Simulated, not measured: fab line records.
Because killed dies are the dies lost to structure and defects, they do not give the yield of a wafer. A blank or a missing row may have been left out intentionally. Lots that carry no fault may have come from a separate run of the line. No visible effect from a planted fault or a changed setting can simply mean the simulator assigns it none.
A lot that was struck, set against a sound lot	flow nand_harc	32 out of 1302 route steps
Sound: wafers L345.3, L345.4, L345.6. Struck: wafer L360.6 (L360.1, L360.5, from the same lot, were not struck and are left out); the cause is given at the end.
For every step that has rows: the tool of each side, followed by ch and its chambers, followed by its first start. Under that, the readings that differ: sound wafers	struck wafers	difference of the means	sigmas: that difference in standard deviations of wafers without a fault.
alike: readings whose means differ by less than 2 such deviations, and words and numbers that are the same on both sides. not compared: withheld readings, readings that some wafer has no value for, bounds like >300 that may hide the same value, and numbers for which the record gives no deviation and whose values overlap.
The two part at a step that has a row with sigmas, a row that says differs or no value, or rows on one side only. Numbers that have no deviation but don't overlap get no sigmas and don't part them. A reading that every wafer of one side lacks parts them only if that side has two wafers or more.

first, 3 steps without rows for these wafers: NHARC_THIN_TSV_DEGAS_49 (time 120 s); NHARC_THIN_TSV_PRE_CLEAN_50 (time 30 s); NHARC_THIN_TSV_PVD_19 (deposits TaN, target thk 20 nm).
NHARC_THIN_TSV_PVD_51: deposits Cu, target thk 100 nm.
  sound on pvd_sputter-02; struck on pvd_sputter-02
  alike: throttle_valve_pct
then, 5 steps without rows for these wafers: NHARC_THIN_TSV_ECD_20 (material Cu, target thk 2000 nm); NHARC_THIN_TSV_ANNEAL_52 (time 90 s); NHARC_THIN_TSV_CMP_21 (polishes, t overpolish 30 s, target thk 2000 nm); NHARC_THIN_TSV_SRD_23; NHARC_THIN_TSV_DEGAS_53 (time 60 s).
NHARC_THIN_TSV_PRE_CLEAN_54: time 30 s.
  struck on pvd_sputter-03, day 30 11:26; sound on pvd_sputter-02, day 24 15:29
  alike: heater_power_w
then, 1 step without rows for these wafers: NHARC_THIN_TSV_PVD_55 (deposits TiN, target thk 50 nm).
NHARC_THIN_TSV_PVD_24: deposits Al, target thk 800 nm.
  struck on pvd_sputter-03, day 30 11:50; sound on pvd_sputter-02, day 24 15:41
then, 8 steps without rows for these wafers: NHARC_THIN_TSV_DEHYDRATE_25 (time 120 s); NHARC_THIN_TSV_HMDS_26 (time 30 s); NHARC_THIN_TSV_COAT_27; NHARC_THIN_TSV_SOFTBAKE_28 (time 95 s); NHARC_THIN_TSV_EBR_29; NHARC_THIN_TSV_EXPOSE_30 (exposes mask PAD); NHARC_THIN_TSV_PEB_31 (peb time 85 s); NHARC_THIN_TSV_DEVELOP_32 (time 70 s).
NHARC_THIN_TSV_CD_MEAS_33: the cd target is 5000 nm.
  sound on cd_sem-03 ch 0, day 24 16:25; struck on cd_sem-01 ch 0, day 30 12:31
  alike: cd_nm
then, 2 steps without rows for these wafers: NHARC_THIN_TSV_HARDBAKE_34 (time 80 s); NHARC_THIN_TSV_DESCUM_35 (chemistry O2, time 3 s).
NHARC_THIN_TSV_ETCH_59: etches the open film in Cl2/BCl3, target depth 880 nm, time 138.1 s.
  sound on rie_metal-03 ch 0,1, day 24 16:46; struck on rie_metal-01 ch 0, day 30 12:48
reading	sound	struck	difference	sigmas
drypump_motor_current_A (A)	6.2 5.7 5.7	5.0	-0.9	-2
  alike: he_backside_leak_sccm, mfc_cl2_sccm, oes_product_au, throttle_valve_pct
  not compared: rf_hours_counter_h
NHARC_THIN_TSV_ETCH_36: etches the open film in Cl2/BCl3, target depth 65 nm, time 18.571 s.
  sound on rie_metal-03 ch 0,1, day 24 16:58; struck on rie_metal-01 ch 0, day 30 13:17
reading	sound	struck	difference	sigmas
drypump_motor_current_A (A)	6.1 5.7 6.1	5.0	-1.0	-2
  alike: he_backside_leak_sccm, oes_product_au
  not compared: rf_hours_counter_h
NHARC_THIN_TSV_STRIP_56: strips in O2.
  sound on plasma_asher-02 ch 0,1, day 24 17:13; struck on plasma_asher-02 ch 0, day 30 13:28
  alike: drypump_motor_current_A, heater_power_w
  not compared: rf_hours_counter_h
then, 1 step without rows for these wafers: NHARC_THIN_TSV_STRIP_57 (strips in post etch residue remover, time 1200 s).
NHARC_THIN_TSV_CD_MEAS_37:
  struck on cd_sem-03, day 30 14:13; sound on cd_sem-03, day 24 17:55
  alike: cd_nm
then, 1 step without rows for these wafers: NHARC_THIN_TSV_ANNEAL_58 (time 1800 s).
NHARC_THIN_TSV_INSPECT_40:
  struck on defect_inspect-02, day 30 17:47; sound on defect_inspect-01, day 25 00:55
reading	sound	struck	difference	sigmas
raw_defect_count	457 565 561	1656	+1128	+11
NHARC_END_WLT_00:
  struck on prober-02, day 30 23:36; sound on prober-01, day 25 01:58
reading	sound	struck	difference	sigmas
VT_DECK2_BOTTOM	0.864 0.872 0.862	0.879	+0.013	+2
VT_DECK2_BOTTOM_INNER	0.860 0.864 0.860	0.878	+0.017	+2
VT_DECK2_MIDDLE_INNER	0.873 0.867 0.874	0.886	+0.015	+2
VT_DECK2_TOP_INNER	0.888 0.886 0.876	0.906	+0.023	+3
  alike: VT_DECK1_BOTTOM, VT_DECK1_BOTTOM_INNER, VT_DECK1_MEDIAN_NEAR_BOTTOM, VT_DECK1_MEDIAN_NEAR_BOTTOM_INNER, VT_DECK1_MIDDLE, VT_DECK1_MIDDLE_INNER, VT_DECK1_TOP, VT_DECK1_TOP_INNER, VT_DECK2_MEDIAN_NEAR_BOTTOM, VT_DECK2_MEDIAN_NEAR_BOTTOM_INNER, VT_DECK2_MIDDLE, VT_DECK2_TOP
NHARC_END_SORT_01:
  sound on prober-01 ch 0, day 25 05:34; struck on prober-02 ch 0, day 31 04:34
reading	sound	struck	difference	sigmas
defect_limited_yield (%)	92 91 91	82	-9	-3
killed_at_other	1 2 1	64	+63	+45
killed_at_periphery	1 3 3	11	+9	+3
killed_dies	53 64 59	119	+60	+3
  alike: killed_at_array, killed_open, killed_short

== WHERE THEY PART ==
Earliest at NHARC_THIN_TSV_ETCH_59; latest, in this record, at NHARC_END_SORT_01.

WHY: the cause the simulator had injected
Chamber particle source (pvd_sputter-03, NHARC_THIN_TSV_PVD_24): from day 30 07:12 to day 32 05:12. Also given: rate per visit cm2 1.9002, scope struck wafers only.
